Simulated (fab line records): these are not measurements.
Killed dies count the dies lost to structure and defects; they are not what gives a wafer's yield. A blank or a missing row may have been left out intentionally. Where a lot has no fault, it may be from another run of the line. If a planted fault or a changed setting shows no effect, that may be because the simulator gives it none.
fab line records ; flow n5Finfet
record: lots: 9; wafers: 27; lastDay: 18
route steps=1938 shown MOL_CONTACT_COAG@574 BEOL_M4@1111 PASSIVATION@1936
lots that met no fault: taken from a fault-free run of the same line
startH: the number of hours between the record's first day and the start of the first shown wafer of the lot ; waitH: hours elapsed since this lot's preceding step ; " as in the row above ; L1.1+2: one row covering several wafers at once ; - value missing, or start not given ; * or withheld: withheld ; < > ~ a bound
route shown NAME@n: a module of which the file shows steps, and the number in the route of the first ; usual: mean/standard deviation of fault-free wafers ; same: alike in all rows ; chamber/n: place in a boat ; sites: readings site by site ; _std_site: standard deviation across them ; _edge_site: inner sites' mean taken away from outer sites' mean ; radiusMm: for every site, how far away it sits from the centre of the wafer ; mask NAME#n: copy n ; behind: the last tool/chamber to shape the wafer ; hold: reason for holding the lot/hours on hold/outcome of the hold ; device: whichever transistor did not switch (one of n, p or np) ; end of line: at the end of the route, the tests of the same wafers ; a step without rows: its recipe alone ; killed: dies that structure and defects cost at the first sort, which is not the same as the wafer's yield ; map: dies across one wafer; x = killed, . = not, _ = none there
set.NAME: the setting the step ran with; set.NAME@STEP: the setting that earlier step ran with ; model.NAME: the simulator's own value behind a step, which no gauge read
steps of the route over a sample of lots; a table a step, a row a wafer
services: from which hour (startH, from the record's first day; less than 0 if before it) a tool's chamber was out of use, for how many hours, and why
== steps ==
step: N5_MOL_CONTACT_COAG_OVL_MEAS_85
recipe: pointsPerWafer: 522
usual: VG_OVL: 0.1/0.74
lot.wafer;tool;chamber;startH;waitH;VG_OVL[nm]
L364.1;overlay-02;0;115.38;0.0;-0.5
L364.4;overlay-02;0;115.38;0.0;-0.5
L364.6;overlay-02;0;115.38;0.0;-0.5
L365.3;overlay-01;0;116.54;0.0;-0.1
L365.4;overlay-01;0;116.54;0.0;0.0
L365.6;overlay-01;0;116.54;0.0;1.1
L367.1;overlay-01;0;129.51;0.0;0.8
L367.4;overlay-01;0;129.51;0.0;0.0
L367.6;overlay-01;0;129.51;0.0;0.9
L368.4;overlay-01;0;135.93;0.0;-1.1
L368.5;overlay-01;0;135.93;0.0;-0.1
L368.6;overlay-01;0;135.93;0.0;-1.0
L373.1;overlay-01;0;171.53;0.0;-0.9
L373.2;overlay-01;0;171.53;0.0;0.3
L373.3;overlay-01;0;171.53;0.0;-0.2
L374.2;overlay-02;0;176.69;0.0;0.3
L374.3;overlay-02;0;176.69;0.0;0.3
L374.4;overlay-02;0;176.69;0.0;0.6
L380.1;overlay-02;0;207.04;0.0;0.6
L380.2;overlay-02;0;207.04;0.0;0.2
L380.3;overlay-02;0;207.04;0.0;-0.7
L384.3;overlay-02;0;232.91;0.0;1.3
L384.5;overlay-02;0;232.91;0.0;0.3
L384.6;overlay-02;0;232.91;0.0;0.6
L385.2;overlay-01;0;239.69;0.0;0.8
L385.3;overlay-01;0;239.69;0.0;1.0
L385.5;overlay-01;0;239.69;0.0;0.2
step: N5_MOL_CONTACT_COAG_ETCHBACK_132
recipe: chemistry: CHF3; target: SiO2; targetDepthA: 100; timeS: 6.7; ionEnergyEv: 200; pressureMtorr: 30; sourceW: 610; biasW: 170; Ar_flow_sccm: 200; CHF3_flow_sccm: 50
usual: drypumpMotorCurrentA: 5.8/0.35; mfcArSccm: 200.1/0.59; oes_f_703_au: 0.77/0.086; oesProductAu: 0.77/0.078; rfVppV: 524/18; showerheadPlenumPTorr: 2.36/0.066; throttleValvePct: 18.81/0.22
lot.wafer;tool;chamber;startH;waitH;drypumpMotorCurrentA;mfcArSccm;oes_f_703_au;oesProductAu;rfHoursCounterH;rfVppV;showerheadPlenumPTorr;throttleValvePct
L364.1;rieDiel-02;3;116.23;0.1;5.9;200.1;0.99;0.98;7;516;2.33;18.63
L364.4;rieDiel-02;1;116.23;0.1;5.8;199.3;0.73;0.76;117;539;2.28;18.57
L364.6;rieDiel-02;0;116.23;0.1;5.3;200.9;0.76;0.75;-;498;2.37;19.01
L365.3;rieDiel-01;2;118.14;0.1;5.7;199.8;0.77;0.79;152;540;2.47;19.05
L365.4;rieDiel-01;0;118.14;0.1;6.2;199.7;0.74;0.71;216;491;2.28;19.22
L365.6;rieDiel-01;0;118.14;0.1;6.3;199.5;0.73;0.70;-;491;2.28;19.23
L367.1;rieDiel-01;3;129.92;0.1;5.7;200.2;0.78;0.77;153;522;2.37;18.73
L367.4;rieDiel-01;0;129.92;0.1;6.3;200.1;0.73;0.70;221;490;2.28;19.24
L367.6;rieDiel-01;3;129.92;0.1;5.7;199.5;0.78;0.77;-;523;2.37;18.73
L368.4;rieDiel-02;0;136.35;0.1;5.3;199.5;0.75;0.73;175;497;2.37;19.00
L368.5;rieDiel-02;2;136.35;0.1;5.7;201.2;0.77;0.81;-;541;2.42;18.78
L368.6;rieDiel-02;3;136.35;0.1;5.9;200.0;0.97;0.94;-;516;2.33;18.65
L373.1;rieDiel-05;2;172.46;0.4;5.9;199.2;0.72;0.72;202;534;2.35;18.73
L373.2;rieDiel-05;0;172.46;0.4;6.4;199.9;0.73;0.74;162;507;2.30;18.82
L373.3;rieDiel-05;3;172.46;0.4;5.6;200.7;0.69;0.68;225;535;2.45;18.70
L374.2;rieDiel-02;0;177.10;0.1;5.3;199.7;0.75;0.73;191;496;2.36;19.05
L374.3;rieDiel-02;1;177.10;0.1;5.9;200.3;0.71;0.74;138;541;2.27;18.57
L374.4;rieDiel-02;2;177.10;0.1;5.8;199.3;0.75;0.79;97;541;2.41;18.81
L380.1;rieDiel-02;1;207.53;0.1;5.9;199.4;0.70;0.73;148;540;2.27;18.60
L380.2;rieDiel-02;0;207.53;0.1;5.3;200.3;0.74;0.73;201;497;2.36;19.07
L380.3;rieDiel-02;3;207.53;0.1;5.9;200.3;0.92;0.89;39;515;2.32;18.69
L384.3;rieDiel-02;2;233.30;0.1;5.7;199.3;0.75;0.78;105;541;2.41;18.82
L384.5;rieDiel-02;1;233.30;0.1;5.8;199.1;0.69;0.72;-;539;2.26;18.62
L384.6;rieDiel-02;2;233.30;0.1;5.7;199.8;0.76;0.79;-;541;2.41;18.83
L385.2;rieDiel-02;2;240.21;0.2;5.7;200.2;0.75;0.79;108;541;2.41;18.81
L385.3;rieDiel-02;1;240.21;0.2;5.9;200.0;0.68;0.72;164;539;2.26;18.63
L385.5;rieDiel-02;2;240.21;0.2;5.7;199.8;0.75;0.78;-;542;2.41;18.82
step: N5_MOL_CONTACT_COAG_ETCH_47
recipe: chemistry: CH3F/O2; target: SiNx; targetDepthA: 270; maskMaterial: SiO2; stopOn: W; overEtchFrac: 0.2; ionEnergyEv: 120; endpoint: OES-CN; pressureMtorr: 30; sourceW: 395; biasW: 73; Ar_flow_sccm: 150; CH3F_flow_sccm: 30; O2_flow_sccm: 20; ends: endPoint
usual: O2_flow_sccm: 19.99/0.056; drypumpMotorCurrentA: 5.8/0.35; etchRfOnTimeS: 31.4/0.6; mfcArSccm: 149.9/0.51; oes_f_703_au: 0.77/0.088; oesProductAu: 0.69/0.069; rfVppV: 298/9.8; showerheadPlenumPTorr: 1.99/0.056; throttleValvePct: 16.44/0.21
lot.wafer;tool;chamber;startH;waitH;O2_flow_sccm;drypumpMotorCurrentA;etchRfOnTimeS;mfcArSccm;oes_f_703_au;oesProductAu;rfHoursCounterH;rfVppV;showerheadPlenumPTorr;throttleValvePct
L364.1;rieDiel-02;3;116.50;0.0;19.99;5.9;30.9;149.8;0.99;0.86;7;293;1.96;16.24
L364.4;rieDiel-02;1;116.50;0.0;19.99;5.8;32.3;150.1;0.71;0.67;117;306;1.92;16.23
L364.6;rieDiel-02;0;116.50;0.0;19.99;5.3;31.4;150.4;0.76;0.67;-;282;1.99;16.62
L365.3;rieDiel-01;2;118.41;0.0;19.99;5.7;31.0;150.6;0.77;0.69;152;306;2.07;16.64
L365.4;rieDiel-01;0;118.41;0.0;20.07;6.2;31.1;149.3;0.74;0.62;216;280;1.91;16.85
L365.6;rieDiel-01;0;118.41;0.0;20.06;6.2;31.3;149.2;0.74;0.63;-;280;1.91;16.84
L367.1;rieDiel-01;3;130.18;0.0;19.99;5.7;30.9;147.3;0.77;0.69;153;296;1.99;16.31
L367.4;rieDiel-01;0;130.18;0.0;19.98;6.3;31.3;150.0;0.73;0.62;221;279;1.91;16.86
L367.6;rieDiel-01;3;130.18;0.0;20.04;5.8;30.9;149.8;0.78;0.70;-;296;1.99;16.31
L368.4;rieDiel-02;0;136.61;0.0;20.03;5.2;30.8;150.0;0.76;0.66;176;283;1.99;16.63
L368.5;rieDiel-02;2;136.61;0.0;20.07;5.8;31.1;150.1;0.77;0.73;-;306;2.04;16.43
L368.6;rieDiel-02;3;136.61;0.0;19.95;5.9;30.9;150.6;0.97;0.85;-;293;1.96;16.24
L373.1;rieDiel-05;2;172.73;0.0;20.06;5.9;30.8;150.0;0.72;0.65;202;303;1.98;16.40
L373.2;rieDiel-05;0;172.73;0.0;20.00;6.4;32.2;149.6;0.72;0.66;162;287;1.93;16.50
L373.3;rieDiel-05;3;172.73;0.0;20.00;5.6;31.9;149.2;0.68;0.61;226;303;2.06;16.35
L374.2;rieDiel-02;0;177.36;0.0;19.94;5.3;31.2;149.4;0.74;0.65;191;283;1.99;16.67
L374.3;rieDiel-02;1;177.36;0.0;19.96;5.8;31.7;149.8;0.69;0.66;138;307;1.91;16.28
L374.4;rieDiel-02;2;177.36;0.0;20.02;5.7;31.7;149.4;0.76;0.71;97;307;2.03;16.45
L380.1;rieDiel-02;1;207.79;0.0;19.98;5.8;31.3;150.4;0.69;0.65;148;306;1.91;16.31
L380.2;rieDiel-02;0;207.79;0.0;20.04;5.2;31.0;150.1;0.74;0.65;202;281;1.98;16.68
L380.3;rieDiel-02;3;207.79;0.0;20.00;5.9;30.6;150.3;0.91;0.79;39;292;1.95;16.29
L384.3;rieDiel-02;2;233.56;0.0;19.82;5.8;31.7;149.9;0.75;0.70;105;307;2.03;16.46
L384.5;rieDiel-02;1;233.56;0.0;20.02;5.9;31.3;148.9;0.68;0.65;-;306;1.90;16.31
L384.6;rieDiel-02;2;233.56;0.0;19.91;5.7;31.9;150.7;0.75;0.70;-;308;2.03;16.46
L385.2;rieDiel-02;2;240.47;0.0;19.94;5.8;31.6;149.5;0.75;0.70;108;308;2.03;16.46
L385.3;rieDiel-02;1;240.47;0.0;19.91;5.8;31.5;150.5;0.68;0.64;164;306;1.90;16.33
L385.5;rieDiel-02;2;240.47;0.0;19.92;5.8;31.5;149.7;0.74;0.71;-;308;2.03;16.47
step: N5_MOL_CONTACT_COAG_COAT_34
recipe: resist: CAR-EUV; spinRpm: 1500; resistThkNm: 40
usual: dispensePressureKPa: 49.3/1.4; spinSpeedRpm: 1500.0/0.86
lot.wafer;tool;chamber;startH;waitH;dispensePressureKPa;spinSpeedRpm
L364.1;lithoTrack-02;0;116.77;-;47.9;1497.9
L364.4;lithoTrack-02;0;116.77;-;47.9;1498.5
L364.6;lithoTrack-02;0;116.77;-;47.9;1500.4
L365.3;lithoTrack-01;0;118.68;-;48.7;1500.1
L365.4;lithoTrack-01;0;118.68;-;48.7;1499.7
L365.6;lithoTrack-01;0;118.68;-;48.7;1499.8
L367.1;lithoTrack-01;0;130.45;-;48.7;1501.6
L367.4;lithoTrack-01;0;130.45;-;48.7;1500.7
L367.6;lithoTrack-01;0;130.45;-;48.7;1499.8
L368.4;lithoTrack-01;0;136.92;-;48.7;1500.9
L368.5;lithoTrack-01;0;136.92;-;48.7;1498.4
L368.6;lithoTrack-01;0;136.92;-;48.8;1500.6
L373.1;lithoTrack-03;0;173.00;-;51.3;1498.6
L373.2;lithoTrack-03;0;173.00;-;51.3;1499.0
L373.3;lithoTrack-03;0;173.00;-;51.3;1499.1
L374.2;lithoTrack-03;0;177.63;-;51.3;1500.0
L374.3;lithoTrack-03;0;177.63;-;51.3;1499.2
L374.4;lithoTrack-03;0;177.63;-;51.2;1499.7
L380.1;lithoTrack-02;0;208.06;-;47.9;1498.8
L380.2;lithoTrack-02;0;208.06;-;47.9;1499.7
L380.3;lithoTrack-02;0;208.06;-;48.0;1499.5
L384.3;lithoTrack-03;0;233.84;-;51.2;1540.1
L384.5;lithoTrack-03;0;233.84;-;51.3;1540.1
L384.6;lithoTrack-03;0;233.84;-;51.2;1540.5
L385.2;lithoTrack-03;0;240.75;-;51.3;1540.8
L385.3;lithoTrack-03;0;240.75;-;51.3;1540.4
L385.5;lithoTrack-03;0;240.75;-;51.3;1540.0
step: N5_BEOL_M4_RC_MEAS_101
usual: DIBL_N: 36.0/2.5; DIBL_P: 36.2/3; IOFF_N: 0.16/0.044; IOFF_P: 0.21/0.049; ION_N: 671/15; ION_P: 461/8.7; SS_N: 71.5/0.72; SS_P: 73.4/0.9; VT_N: 251/4.4; VT_P: -250/4
lot.wafer;tool;chamber;startH;waitH;DIBL_N[mV/V];DIBL_P[mV/V];IOFF_N[nA/um];IOFF_P[nA/um];ION_N[uA/um];ION_P[uA/um];SS_N[mV/dec];SS_P[mV/dec];VT_N[mV];VT_P[mV]
L364.1;prober-01;0;189.85;0.8;39.1;39.3;0.23;0.27;683;463;73.2;74.2;247;-246
L364.4;prober-01;0;189.85;0.8;36.2;36.5;0.17;0.23;688;468;71.3;73.4;248;-248
L364.6;prober-01;0;189.85;0.8;35.8;34.4;0.16;0.20;659;451;71.9;73.2;249;-248
L365.3;prober-02;0;206.96;0.3;32.7;34.3;0.12;0.18;656;455;70.9;72.2;252;-249
L365.4;prober-02;0;206.96;0.3;37.3;40.0;0.20;0.24;677;459;72.3;74.3;247;-249
L365.6;prober-02;0;206.96;0.3;35.7;38.5;0.16;0.24;663;461;71.7;74.3;253;-247
L367.1;prober-02;0;215.26;0.0;41.4;41.8;0.26;0.29;697;466;72.5;75.0;245;-246
L367.4;prober-02;0;215.26;0.0;38.8;39.1;0.19;0.24;673;457;73.0;74.2;247;-249
L367.6;prober-02;0;215.26;0.0;39.2;39.7;0.20;0.24;690;468;72.9;75.1;248;-251
L368.4;prober-01;0;219.58;0.5;36.4;36.8;0.15;0.20;678;464;71.5;73.5;252;-251
L368.5;prober-01;0;219.58;0.5;34.6;33.4;0.11;0.16;653;452;70.4;72.5;255;-253
L368.6;prober-01;0;219.58;0.5;35.0;35.4;0.12;0.20;669;468;71.6;72.8;255;-252
L373.1;prober-02;0;251.89;0.0;36.6;36.2;0.16;0.21;666;452;71.6;73.5;252;-250
L373.2;prober-02;0;251.89;0.0;38.0;37.7;0.18;0.22;680;460;71.9;74.1;249;-253
L373.3;prober-02;0;251.89;0.0;30.6;28.6;0.08;0.11;656;446;70.4;71.3;259;-260
L374.2;prober-02;0;260.87;0.2;40.2;39.5;0.21;0.29;695;476;72.0;74.3;243;-245
L374.3;prober-02;0;260.87;0.2;38.9;37.9;0.18;0.24;676;471;72.1;73.6;247;-248
L374.4;prober-02;0;260.87;0.2;38.6;36.6;0.17;0.22;668;456;71.9;73.7;250;-250
L380.1;prober-01;0;285.81;0.0;35.9;37.7;0.18;0.26;676;469;71.0;73.7;248;-244
L380.2;prober-01;0;285.81;0.0;34.4;35.8;0.14;0.22;655;460;70.9;73.8;255;-248
L380.3;prober-01;0;285.81;0.0;36.0;37.3;0.18;0.24;677;469;72.3;73.8;248;-247
L384.3;prober-01;0;308.65;0.3;40.1;40.6;0.25;0.31;689;470;73.0;74.3;245;-242
L384.5;prober-01;0;308.65;0.3;36.2;35.1;0.13;0.19;651;453;71.1;73.0;255;-252
L384.6;prober-01;0;308.65;0.3;37.9;37.6;0.19;0.25;675;463;71.8;73.6;246;-246
L385.2;prober-02;0;318.85;0.2;37.1;38.2;0.17;0.21;685;470;71.1;74.5;253;-253
L385.3;prober-02;0;318.85;0.2;30.4;29.3;0.07;0.10;638;438;70.0;71.8;261;-263
L385.5;prober-02;0;318.85;0.2;34.0;34.5;0.12;0.16;675;460;70.8;73.5;252;-258
step: N5_PASSIVATION_PROBE_49
usual: defectLimitedYield: 91.7/1.4; killed_at_M0_to_M3: 31/11; killed_at_M4_up: 13/4.6; killedAtContacts: 13/6.7; killedAtFrontEnd: 39/9.6; killedAtOther: 3.5/2.8; killedDies: 98/16; killedOpen: 64/11; killedShort: 33/8.5; sort_bin_5_function: 4.9/0.96; sort_bin_6_memory: 3.1/0.59; sort_bin_8_speed: 0.2/1.3; sortNPass: 1080/23
same: grossDies: 1180; killedAtBackSide: 0; sort_bin_4_leakage[%]: 0
lot.wafer;tool;chamber;startH;waitH;defectLimitedYield[%];killed_at_M0_to_M3;killed_at_M4_up;killedAtContacts;killedAtFrontEnd;killedAtOther;killedDies;killedOpen;killedShort;sort_bin_5_function[%];sort_bin_6_memory[%];sort_bin_8_speed[%];sortNPass
L384.3;prober-01;-;410.91;0.1;93.3;17;21;7;34;0;79;60;19;4.2;2.2;0;1101
L384.6;prober-01;-;411.06;0.3;93.5;18;12;9;36;2;77;56;19;3.9;2.5;0;1103
L385.3;prober-01;-;422.98;0.1;92.2;24;6;9;39;14;92;61;31;5.2;2.6;0.2;1086
killed by level:class
L384.3 BEOL_M4:geometricParticle:open=11 STI_FIN_REVEAL:geometricParticle:open=9 FIN_SAQP:geometricParticle:open=6 BEOL_M1:geometricParticle:open=5 DUMMY_GATE:geometricParticle:open=4 GATE_CUT:geometricParticle:short=4 MOL_CONTACT_COAG:geometricParticle:open=4 STARTING-WAFER:geometricParticle:short=4
L384.6 FIN_SAQP:geometricParticle:open=17 BEOL_M0_SAQP:geometricParticle:open=6 MOL_CONTACT_COAG:geometricParticle:open=6 BEOL_M4:geometricParticle:open=6 FIN_SAQP:geometricParticle:short=5 BEOL_M1:geometricParticle:open=5 STARTING-WAFER:geometricParticle:short=4 DUMMY_GATE:geometricParticle:open=3
L385.3 STI_FIN_REVEAL:geometricParticle:open=10 PASS1_CAP:geometricParticle:short=10 FIN_SAQP:geometricParticle:open=9 FIN_SAQP:geometricParticle:short=9 MOL_CONTACT_COAG:geometricParticle:open=8 BEOL_M0_SAQP:geometricParticle:open=6 BEOL_M1:geometricParticle:open=6 BEOL_M3:geometricParticle:open=5
== services ==
tool;chamber;startH;hours;kind
lithoTrack-03;-;131.33;-;consumableReplace:filter
rieDiel-05;3;132.65;7.5;repair
rieDiel-01;1;135.00;12.9;repair
rieDiel-01;1;177.02;-;clean
rieDiel-01;1;177.02;-;consumableReplace:esc
rieDiel-01;1;177.02;-;consumableReplace:focusRing
rieDiel-01;1;177.02;20.8;scheduledDown
rieDiel-01;1;177.02;20.8;ventCycle
rieDiel-02;-;195.71;3.6;repair
rieDiel-01;0;199.26;-;clean
rieDiel-01;0;199.26;-;consumableReplace:focusRing
rieDiel-01;0;199.26;-;consumableReplace:showerhead
rieDiel-01;0;199.26;18.1;scheduledDown
rieDiel-01;0;199.26;18.1;ventCycle
rieDiel-05;0;203.48;8.1;repair
rieDiel-02;2;205.00;27.5;repair
lithoTrack-01;-;220.33;-;consumableReplace:filter
rieDiel-02;0;226.35;10.5;repair
== key ==
firstSign: step: N5_MOL_CONTACT_COAG_COAT_34; reading: spinSpeedRpm; direction: up; sigmas: 47; usual: *; struck: *
effect none on later readings
metAt N5_MOL_CONTACT_COAG_COAT_34
struckLots L384,L385
notActingAt N5_MOL_CONTACT_COAG_OVL_MEAS_85,N5_MOL_CONTACT_COAG_ETCHBACK_132,N5_MOL_CONTACT_COAG_ETCH_47
onsetBetween 177.63 233.84
fault: kind: processParameterDrift; tool: lithoTrack-03; chamber: -; onsetH: 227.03; steps: N5_MOL_CONTACT_COAG_COAT_34; channel: spinRpm; offset: *; shape: step; endH: 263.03; actsIn: *; stated: *
